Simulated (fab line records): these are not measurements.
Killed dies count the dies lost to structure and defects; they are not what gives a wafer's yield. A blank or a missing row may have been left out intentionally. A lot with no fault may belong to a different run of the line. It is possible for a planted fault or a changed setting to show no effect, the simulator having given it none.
Struck lot and sound lot, side by side :: flow n5-finfet :: 23 out of 1938 route steps
Sound: the wafers L625.1, L625.2, L625.5. Struck: wafer L633.5 (L633.3, L633.4, from the same lot, were not struck and are left out); the cause is given at the end.
Order at every step that has rows: each side's tool, ch and its chambers, its first start. Under that, the readings that differ: sound wafers :: struck wafers :: difference of the means :: sigmas: that difference in standard deviations of wafers without a fault.
alike: same words and numbers on both sides, and readings whose means sit less than 2 such deviations apart. not compared: any withheld reading, any reading some wafer has no value for, any bound like >300 that may hide the same value, and any number with overlapping values for which the record gives no deviation.
The two part at a step that has a row with sigmas, a row that says differs or no value, or rows on one side only. Non-overlapping numbers with no deviation appear without sigmas and do not part them. A reading that every wafer of one side lacks parts them only if that side has two wafers or more.

N5_BEOL_M6_ETCH_62: etches SOC in N2/H2, target depth 110 nm, overetch 22 nm, time 165 s.
  sound on rie-diel-06 ch 0,1,2, day 13 20:50; struck on rie-diel-06 ch 3, day 15 11:42
reading: showerhead-plenum-p-Torr (Torr)
sound: 2.54 2.56 2.60
struck: 2.71
difference: +0.14
sigmas: +2
  alike: drypump-motor-current-A, oes-product-au, rf-vpp-V, temp-c, throttle-valve-pct
  not compared: rf-hours-counter-h
then, 1 step without rows for these wafers: N5_BEOL_M6_STRIP_68 (strips in N2/H2).
N5_BEOL_M6_STRIP_67: strips in CF4.
  sound on rie-diel-06 ch 0,1,2, day 13 20:59; struck on rie-diel-06 ch 3, day 15 11:50
reading: showerhead-plenum-p-Torr (Torr)
sound: 1.79 1.84 1.82
struck: 1.92
difference: +0.10
sigmas: +2
  alike: drypump-motor-current-A, oes-product-au, rf-vpp-V, throttle-valve-pct
  not compared: rf-hours-counter-h
N5_BEOL_M6_HM_OPEN_17: chemistry Cl2/BCl3, target TiN, target depth 20 nm, overetch 6 nm.
  sound on rie-metal-01 ch 0,1, day 13 21:01; struck on rie-metal-01 ch 0, day 15 11:55
  alike: drypump-motor-current-A, oes-product-au, throttle-valve-pct
  not compared: rf-hours-counter-h
N5_BEOL_M6_STRIP_19: strips in O2.
  sound on rie-diel-01 ch 0,2, day 13 21:13; struck on rie-diel-01 ch 1, day 15 12:00
reading: oes-product-au (a.u.)
sound: 0.83 0.77 0.84
struck: 0.99
difference: +0.18
sigmas: +2

reading: rf-vpp-V (V)
sound: 3.1 3.3 3.5
struck: 4.6
difference: +1.3
sigmas: +2
  alike: drypump-motor-current-A, showerhead-plenum-p-Torr, temp-c, throttle-valve-pct
  not compared: rf-hours-counter-h
N5_BEOL_M6_CD_MEAS_18: pitch 80 nm, target cd 40 nm.
  sound on cd-sem-01, day 13 21:17; struck on cd-sem-02, day 15 12:04
  alike: cd-nm
then, 6 steps without rows for these wafers: N5_BEOL_M6_COAT_63 (time 60 s, resist thk 60 nm); N5_BEOL_M6_COAT_64 (time 60 s, resist thk 12 nm); N5_BEOL_M6_COAT_71 (time 60 s, resist thk 5 nm); N5_BEOL_M6_COAT_22 (resist thk 30 nm); N5_BEOL_M6_EBR_24; N5_BEOL_M6_SOFTBAKE_23 (time 60 s).
N5_BEOL_M6_EXPOSE_25: exposes mask V5, target cd 40 nm.
  sound on euv-scanner-02 ch 0, day 13 21:28; struck on euv-scanner-01 ch 0, day 15 13:58
  alike: mask
then, 2 steps without rows for these wafers: N5_BEOL_M6_PEB_26 (peb time 60 s); N5_BEOL_M6_DEVELOP_27 (develop time 30 s).
N5_BEOL_M6_CD_MEAS_28 targets a cd of 40 nm.
  sound on cd-sem-03 ch 0, day 13 21:36; struck on cd-sem-03 ch 0, day 15 14:05
reading: cd-nm (nm)
sound: 39.91 40.48 40.02
struck: 40.88
difference: +0.74
sigmas: +3
N5_BEOL_M6_OVL_MEAS_29:
  sound on overlay-01 ch 0, day 13 21:38; struck on overlay-02 ch 0, day 15 14:08
  alike: V5_OVL
N5_BEOL_M6_INSPECT_30: inspects for defects (brightfield).
  sound on defect-inspect-01, day 13 21:41; struck on defect-inspect-01, day 15 14:11
  alike: raw-defect-count
N5_BEOL_M6_DESCUM_33: chemistry O2, time 7 s.
  sound on rie-diel-06 ch 1,2, day 13 21:43; struck on rie-diel-04 ch 1, day 15 14:19
reading: throttle-valve-pct (%)
sound: 20.6 20.0 20.0
struck: 20.9
difference: +0.7
sigmas: +2

reading: model.BEOL_M6.cd-nm (nm)
sound: 40 40.2 39.8
struck: 40.4
difference: +0.4
sigmas: 
  alike: drypump-motor-current-A, oes-product-au, rf-vpp-V, showerhead-plenum-p-Torr, temp-c
  not compared: rf-hours-counter-h
N5_BEOL_M6_ETCH_72: etches underlayer in N2/H2, target depth 6.5 nm, time 5.2 s.
  sound on rie-diel-06 ch 1,2, day 13 21:46; struck on rie-diel-04 ch 1, day 15 14:21
  alike: drypump-motor-current-A, etch-rf-on-time-s, oes-product-au, rf-vpp-V, showerhead-plenum-p-Torr, throttle-valve-pct
  not compared: rf-hours-counter-h
N5_BEOL_M6_ETCH_65: etches SiARC in CF4, target depth 15.6 nm, time 26 s.
  sound on rie-diel-06 ch 1,2, day 13 21:46; struck on rie-diel-04 ch 1, day 15 14:22
reading: throttle-valve-pct (%)
sound: 15.7 15.1 15.1
struck: 16.1
difference: +0.8
sigmas: +2

reading: model.BEOL_M6.cd-nm (nm)
sound: 40.2 40.2 39.8
struck: 40.6
difference: +0.5
sigmas: 
  alike: drypump-motor-current-A, etch-rf-on-time-s, oes-product-au, rf-vpp-V, showerhead-plenum-p-Torr
  not compared: rf-hours-counter-h
then, 1 step without rows for these wafers: N5_BEOL_M6_ETCH_66 (etches SOC in N2/H2, target depth 80 nm, overetch 16 nm, time 120 s).
N5_PASSIVATION_PROBE_49:
  the record holds rows for the sound wafers here (prober-01, day 17 15:34) but none for the struck ones

## WHERE THEY PART
Last at N5_PASSIVATION_PROBE_49 as far as this record goes, first at N5_BEOL_M6_ETCH_62.

WHY: what had been put in by the simulator
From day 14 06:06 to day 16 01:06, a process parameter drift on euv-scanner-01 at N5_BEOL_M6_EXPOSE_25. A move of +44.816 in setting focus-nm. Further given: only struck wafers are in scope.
